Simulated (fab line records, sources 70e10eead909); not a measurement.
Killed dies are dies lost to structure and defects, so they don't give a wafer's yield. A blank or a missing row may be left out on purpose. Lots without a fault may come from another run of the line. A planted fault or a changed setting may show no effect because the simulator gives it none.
Chamber matching | flow nand_harc | NHARC_A_STAIRCASE_TRIM_220 on rie_diel-04: 4 sister chambers
The step chemistry O2, time 211.2 s. 8 wafers are shown with their chamber, then 12 later ones without.

WAFERS WITH THEIR CHAMBER
wafer  | chamber | showerhead_plenum_p_Torr (Torr) | drypump_motor_current_A (A)
L082.2 | 2       | 3.62                            | 6.2
L082.6 | 3       | 3.73                            | 6.0
L083.2 | 1       | 3.28                            | 6.6
L083.4 | 0       | 3.39                            | 5.3
L083.5 | 1       | 3.28                            | 6.5
L085.2 | 0       | 3.39                            | 5.3
L085.3 | 2       | 3.61                            | 6.2
L085.4 | 3       | 3.72                            | 6.0

WAFERS WITHOUT THEIR CHAMBER
wafer  | showerhead_plenum_p_Torr (Torr) | drypump_motor_current_A (A)
L089.1 | 3.61                            | 6.2
L089.2 | 3.71                            | 6.0
L089.5 | 3.71                            | 6.0
L095.1 | 3.81                            | 6.6
L095.4 | 3.70                            | 6.0
L095.5 | 3.59                            | 6.2
L097.3 | 3.80                            | 6.6
L097.4 | 3.70                            | 6.0
L097.6 | 3.80                            | 6.6
L096.2 | 3.69                            | 6.0
L096.3 | 3.59                            | 6.2
L096.6 | 3.59                            | 6.2

WHICH CHAMBER EACH WENT THROUGH
wafer  | from the rows above | in truth
L089.1 | 2                   | 2
L089.2 | 3                   | 3
L089.5 | 3                   | 3
L095.1 | 3                   | 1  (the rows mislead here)
L095.4 | 3                   | 3
L095.5 | 2                   | 2
L097.3 | 3                   | 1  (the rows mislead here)
L097.4 | 3                   | 3
L097.6 | 3                   | 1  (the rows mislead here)
L096.2 | 3                   | 3
L096.3 | 2                   | 2
L096.6 | 2                   | 2
Placed correctly: 9 of 12. Can't be placed from these rows: 0. Placed wrongly: 3.
How it was worked out, from the rows above alone: a wafer's distance from a chamber is the root of the sum, over the readings, of the square of ((its reading less the chamber's mean) divided by the reading's scatter). The wafer belongs to the nearest chamber; if the next one is less than 2 further off, it can't be placed. A chamber's mean is the mean of its shown wafers. The scatter: the root of (the sum of the squares of (reading less its chamber's mean) over the shown wafers, divided by (wafers less chambers)).
